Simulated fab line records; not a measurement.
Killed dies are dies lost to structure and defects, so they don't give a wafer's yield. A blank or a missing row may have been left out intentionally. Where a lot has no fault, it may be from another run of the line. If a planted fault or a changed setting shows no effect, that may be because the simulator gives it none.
Chamber matching    flow nand-harc    7 sister chambers for NHARC_P_BONDPAD_STRIP_16 on wet-bench-10
The step strips in post etch residue remover, time 600 s. 7 wafers are shown with their chamber, then 7 later ones without.

WAFERS PAIRED WITH THEIR CHAMBERS
wafer   chamber  bath-heat-duty-pct (%)
L610.3  7        12.7
L610.5  5        13.1
L612.2  6        13.7
L612.4  3        15.4
L612.6  1        15.2
L614.1  0        11.9
L614.2  2        13.9

WAFERS WITHOUT THEIR CHAMBER
wafer   bath-heat-duty-pct (%)
L614.4  16.0
L624.1  14.7
L624.2  15.5
L624.4  10.9
L625.1  15.2
L625.2  14.8
L625.3  12.4

WHICH CHAMBER EACH WENT THROUGH
wafer   from the rows above                in truth
L614.4  can't be placed: 3 or 1            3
L624.1  can't be placed: 1 or 3 or 2 or 6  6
L624.2  can't be placed: 3 or 1            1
L624.4  can't be placed: 0 or 7            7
L625.1  can't be placed: 1 or 3            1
L625.2  can't be placed: 1 or 3 or 2 or 6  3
L625.3  can't be placed: 7 or 0 or 5 or 6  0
Placed correctly: 0 of 7. Cannot be placed on the basis of these rows: 7; the candidates contain the true chamber in 7. Number placed wrongly: 0.
How it was worked out, from the rows above alone: a wafer's distance from a chamber is the root of the sum, over the readings, of the square of ((its reading less the chamber's mean) divided by the reading's scatter). The wafer belongs to the nearest chamber; if the next one is less than 2 further off, it can't be placed. The mean given for a chamber averages the wafers shown for that chamber. The scatter: with one shown wafer a chamber, the root of the mean of the squares of how far each hidden wafer lies from its nearest shown one.
